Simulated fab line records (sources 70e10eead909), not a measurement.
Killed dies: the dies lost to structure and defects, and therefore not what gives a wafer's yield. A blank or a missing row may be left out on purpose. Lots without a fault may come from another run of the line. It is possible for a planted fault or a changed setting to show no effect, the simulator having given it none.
Chamber matching -- flow nand-harc -- NHARC_A_CONTACT_DEP_85 on pecvd-01 has 3 sister chambers
The step deposits SiON, target thk 50 nm. 6 wafers are shown with their chamber, then 12 later ones without.

## WAFERS, EACH WITH ITS CHAMBER
wafer,chamber,heater-power-w (W),chamber-pressure-Torr (Torr)
L083.1,0,716,3.492
L082.4,2,733,3.514
L082.5,1,723,3.505
L087.4,2,704,3.502
L087.5,0,746,3.502
L087.6,1,787,3.494

## WAFERS WITH NO CHAMBER GIVEN
wafer,heater-power-w (W),chamber-pressure-Torr (Torr)
L090.1,753,3.509
L090.2,668,3.509
L090.5,816,3.493
L091.2,674,3.493
L091.4,701,3.486
L091.6,798,3.508
L093.2,716,3.507
L093.5,751,3.493
L093.6,784,3.501
L094.4,742,3.501
L094.5,803,3.497
L094.6,666,3.509

## WHICH CHAMBER EACH ONE RAN IN
wafer,from the rows above,in truth
L090.1,can't be placed: 2 or 1 or 0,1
L090.2,can't be placed: 2 or 0 or 1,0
L090.5,can't be placed: 1 or 0 or 2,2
L091.2,can't be placed: 0 or 2 or 1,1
L091.4,can't be placed: 0 or 1 or 2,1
L091.6,can't be placed: 1 or 2 or 0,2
L093.2,can't be placed: 2 or 0 or 1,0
L093.5,can't be placed: 0 or 1 or 2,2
L093.6,can't be placed: 1 or 0 or 2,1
L094.4,can't be placed: 1 or 0 or 2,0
L094.5,can't be placed: 1 or 0 or 2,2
L094.6,can't be placed: 2 or 0 or 1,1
Placed correctly: 0 of 12. Can't be placed from these rows: 12 (the true chamber is among the candidates in 12). Number placed wrongly: 0.
How it was worked out, from the rows above alone: a wafer's distance from a chamber is the root of the sum, over the readings, of the square of ((its reading less the chamber's mean) divided by the reading's scatter). If the next closest chamber is less than 2 further off than the closest, the wafer can't be placed; otherwise it belongs to the closest. The mean given for a chamber averages the wafers shown for that chamber. The scatter is the square root of a quotient: the sum, over the shown wafers, of each reading's squared deviation from its chamber's mean, divided by wafers minus chambers.
